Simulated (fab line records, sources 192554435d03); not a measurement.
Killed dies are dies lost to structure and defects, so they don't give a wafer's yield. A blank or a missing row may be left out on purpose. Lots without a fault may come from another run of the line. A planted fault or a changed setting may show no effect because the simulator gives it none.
Which tool did it? | flow n5_finfet | 11 lots, 32 wafers sampled, at 1 step of a route of 1938

WHAT THE GAUGES READ, wafer by wafer
N5_BEOL_M13_OVL_MEAS_11.
lot  | measured     | on         | V12_OVL (nm)
L674 | day 10 07:49 | overlay-02 | -3 -3 -10
L676 | day 11 06:22 | overlay-01 | -9 -6 -9
L678 | day 11 16:34 | overlay-02 | 1 -2 2
L679 | day 11 16:58 | overlay-01 | 2 1 2
L689 | day 14 13:50 | overlay-01 | -14 -10
L691 | day 15 07:16 | overlay-02 | -8 -10 -17
L692 | day 15 07:39 | overlay-01 | -2 -4 -6
L694 | day 15 15:11 | overlay-01 | -8 -9 -5
L693 | day 15 15:20 | overlay-02 | -9 -13 -6
L695 | day 16 01:21 | overlay-01 | -3 -5 0
L697 | day 16 11:47 | overlay-01 | 0 -1 1

WHICH TOOL RAN EACH LOT (tool, then ch and the chambers of the sampled wafers, then the start)
The record holds no process step before these readings.

THE ANSWER, worked out from the rows above alone
Rule: what is usual is taken from the lots themselves. Put in order of their means at a reading, lots are off if they are a third of the lots or fewer, leave a main group of 4 or more, and stand apart from it by a gap of 3 or more times the standard deviation of the main group's means; of several such gaps the widest counts. A main group whose means are all the same, to the digits that the tables above print for the reading, isn't used. A lot without any number at a reading at which 4 lots or more have one is off too. The other lots that the step has rows for count as sound.
No lot is off at any reading shown: from this, nothing can be told.

WHAT THE SIMULATOR HAD PUT IN
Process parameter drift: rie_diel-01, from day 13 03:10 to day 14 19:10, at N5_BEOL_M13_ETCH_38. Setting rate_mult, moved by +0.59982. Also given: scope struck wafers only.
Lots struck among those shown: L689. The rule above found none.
